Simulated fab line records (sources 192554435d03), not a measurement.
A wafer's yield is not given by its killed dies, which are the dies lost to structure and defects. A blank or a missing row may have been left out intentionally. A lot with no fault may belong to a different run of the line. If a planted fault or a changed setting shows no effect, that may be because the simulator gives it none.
Matching of chambers -- flow n5-finfet -- cmp-03 running N5_BEOL_M3_CMP_52: 4 sister chambers
The step polishes, stops on SiOC, t overpolish 6.8 s, target thk 40 nm. 4 wafers are shown with their chamber, then 9 later ones without.

== WAFERS WITH THEIR CHAMBER ==
wafer,chamber,motor-current-A (A)
L082.2,2,6.4
L082.3,1,7.1
L084.3,3,7.1
L084.6,0,5.9

== WAFERS MISSING THEIR CHAMBER ==
wafer,motor-current-A (A)
L093.1,6.5
L093.2,7.0
L093.5,6.7
L095.1,7.1
L095.3,6.5
L095.6,5.8
L097.1,6.1
L097.4,6.8
L097.6,6.7

== THE CHAMBER EACH PASSED THROUGH ==
wafer,from the rows above,in truth
L093.1,2,2
L093.2,can't be placed: 1 or 3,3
L093.5,can't be placed: 2 or 1 or 3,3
L095.1,can't be placed: 1 or 3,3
L095.3,2,2
L095.6,0,0
L097.1,can't be placed: 0 or 2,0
L097.4,can't be placed: 1 or 3 or 2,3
L097.6,can't be placed: 2 or 1 or 3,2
Correct placement for 3 of the 9. From these rows, 6 cannot be placed; in 6 the true chamber is one of the candidates. Placed wrongly: 0.
How it was worked out, from the rows above alone: a wafer's distance from a chamber is the root of the sum, over the readings, of the square of ((its reading less the chamber's mean) divided by the reading's scatter). If the next closest chamber is less than 2 further off than the closest, the wafer can't be placed; otherwise it belongs to the closest. Each chamber's mean is taken over the wafers shown for it. The scatter: with one shown wafer a chamber, the root of the mean of the squares of how far each hidden wafer lies from its nearest shown one.
